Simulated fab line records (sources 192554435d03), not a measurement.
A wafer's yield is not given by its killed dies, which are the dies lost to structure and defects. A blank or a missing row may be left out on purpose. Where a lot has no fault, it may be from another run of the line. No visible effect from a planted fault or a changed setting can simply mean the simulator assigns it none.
Struck lot and sound lot, side by side -- flow n5_finfet -- 35 steps out of a route of 1938
Sound: the wafers L252.2, L252.5, L252.6. Struck: wafer L261.3; the same lot's L261.1 was not struck, so it is left out; see the end for the cause.
Each step with rows lists, per side, the tool, then ch with its chambers, then its first start. Under that, the readings that differ: sound wafers -- struck wafers -- difference of the means -- sigmas: that difference in standard deviations of wafers without a fault.
alike: words and numbers the same on both sides, and readings whose means are apart by under 2 such deviations; not compared: readings that were withheld, readings missing a value for some wafer, numbers with overlapping values and no deviation given by the record, and bounds like >300 which may hide the same value.
The two part at a step that has a row with sigmas, a row that says differs or no value, or rows on one side only. When numbers do not overlap yet have no deviation, they are printed without sigmas and do not part them. A reading missing from all wafers of one side parts the sides only when that side holds two or more wafers.

first, 10 steps without rows for these wafers: N5_BEOL_M11_TRENCH_ETCH_37 (etches SiCOH lowk in C4F6/O2, target depth 148.83 nm, time 48 s); N5_BEOL_M11_ETCH_41 (etches SiCN in CH3F/O2, target depth 42.6 nm, time 86 s); N5_BEOL_M11_STRIP_77 (strips in N2/H2, time 10 s); N5_BEOL_M11_HM_STRIP_39 (strips TiN in peroxide tin strip, target depth 25 nm, time 158 s); N5_BEOL_M11_SRD_40 (time 30 s); N5_BEOL_M11_PRECLEAN_42 (cleans in residue remover, time 60 s); N5_BEOL_M11_SRD_43 (time 30 s); N5_BEOL_M11_CURE_72 (cures SiCOH lowk, time 120 s); N5_BEOL_M11_DEGAS_44 (time 60 s); N5_BEOL_M11_PRE_CLEAN_45 (time 30 s).
N5_BEOL_M11_ALD_74: deposits TaN, target thk 2 nm, pulse time 2 s, purge time 3 s.
  sound on ald_metal-04 ch 0,3, day 14 12:16; struck on ald_metal-04 ch 1, day 16 19:30
reading,sound,struck,difference,sigmas
ald_cycles,40 40 40,29,-11,
model.TaN_of_BEOL_M11_ALD_74.thk_nm (nm),2 2 2,1.4,-0.6,
  alike: heater_power_w, precursor_vessel_carrier_sccm
then, 22 steps without rows for these wafers: N5_BEOL_M11_SURFACE_TREAT_76; N5_BEOL_M11_CVD_75 (deposits Co from CCTBA/H2, target thk 2 nm, time 138.9 s); N5_BEOL_M11_SPUTTER_48 (material Cu, target thk 12 nm, time 2 s); N5_BEOL_M11_ECD_50 (material Cu, target thk 318 nm); N5_BEOL_M11_ANNEAL_51 (time 90 s); N5_BEOL_M11_CMP_52 (polishes, stops on SiCOH lowk, t overpolish 7 s, target thk 140 nm); N5_BEOL_M11_PRE_CLEAN_55 (time 15 s); N5_BEOL_M11_DEP_56 (deposits SiCN from 3MS/NH3, target thk 30 nm, time 10.5 s); N5_BEOL_M12_ILD_DEP_00 (deposits SiOC from DEMS/O2, target thk 658.92 nm, time 130.7 s); N5_BEOL_M12_COAT_58 (time 60 s, resist thk 89 nm); N5_BEOL_M12_COAT_04 (resist thk 400 nm); N5_BEOL_M12_EBR_06; N5_BEOL_M12_SOFTBAKE_05 (time 60 s); N5_BEOL_M12_EXPOSE_07 (exposes mask V11); N5_BEOL_M12_PEB_08 (peb time 90 s); N5_BEOL_M12_DEVELOP_09 (develop time 45 s); N5_BEOL_M12_HARDBAKE_14 (time 120 s); N5_BEOL_M12_DESCUM_15 (chemistry O2, time 7.9 s); N5_BEOL_M12_ETCH_59 (etches BARC in N2/H2, target depth 89 nm, overetch 26.7 nm, time 67.9 s); N5_BEOL_M12_VIA_ETCH_16 (etches SiOC in C4F8/O2/Ar, target depth 724.8 nm); N5_BEOL_M12_STRIP_63 (strips in N2/H2); N5_BEOL_M12_STRIP_64 (strips in N2/H2).
N5_BEOL_M15_RC_MEAS_101:
  sound on prober-02 ch 0, day 15 15:16; struck on prober-02 ch 0, day 17 17:46
reading,sound,struck,difference,sigmas
COMB_M11 (S/m),1.3e-11 1.3e-11 1.6e-11,3.6e-11,+2.2e-11,+7
COMB_M11_max_site (S/m),1.9e-11 1.8e-11 1.8e-11,5.4e-11,+3.6e-11,+7
SERP_M11 (ohm/um),3.22 3.19 3.15,3.02,-0.17,-2
SERP_M8 (ohm/um),13.7 14.6 14.6,12.7,-1.6,-3
SERP_M9 (ohm/um),3.01 3.14 2.91,3.24,+0.22,+3
  alike: COMB_M10, COMB_M12, COMB_M13, COMB_M14, COMB_M15, COMB_M5, COMB_M6, COMB_M7, COMB_M8, COMB_M9, SERP_M10, SERP_M12, SERP_M13, SERP_M14, SERP_M5, SERP_M6, SERP_M7
N5_PASSIVATION_PROBE_49:
  sound: prober-02 at day 16 05:53; struck: prober-02 at day 18 10:03
reading,sound,struck,difference,sigmas
sort_bin_4_leakage (%),0 0 0,0.08,+0.08,
  alike: defect_limited_yield, killed_at_M0_to_M3, killed_at_M4_up, killed_at_contacts, killed_at_front_end, killed_at_other, killed_dies, killed_open, killed_short, sort_bin_5_function, sort_bin_6_memory, sort_n_pass, sort_yield_pct

== WHERE THEY PART ==
N5_BEOL_M15_RC_MEAS_101 only, going by this record. Later steps at which nothing parts them and some readings are alike: N5_PASSIVATION_PROBE_49.

WHY: whatever the simulator had introduced
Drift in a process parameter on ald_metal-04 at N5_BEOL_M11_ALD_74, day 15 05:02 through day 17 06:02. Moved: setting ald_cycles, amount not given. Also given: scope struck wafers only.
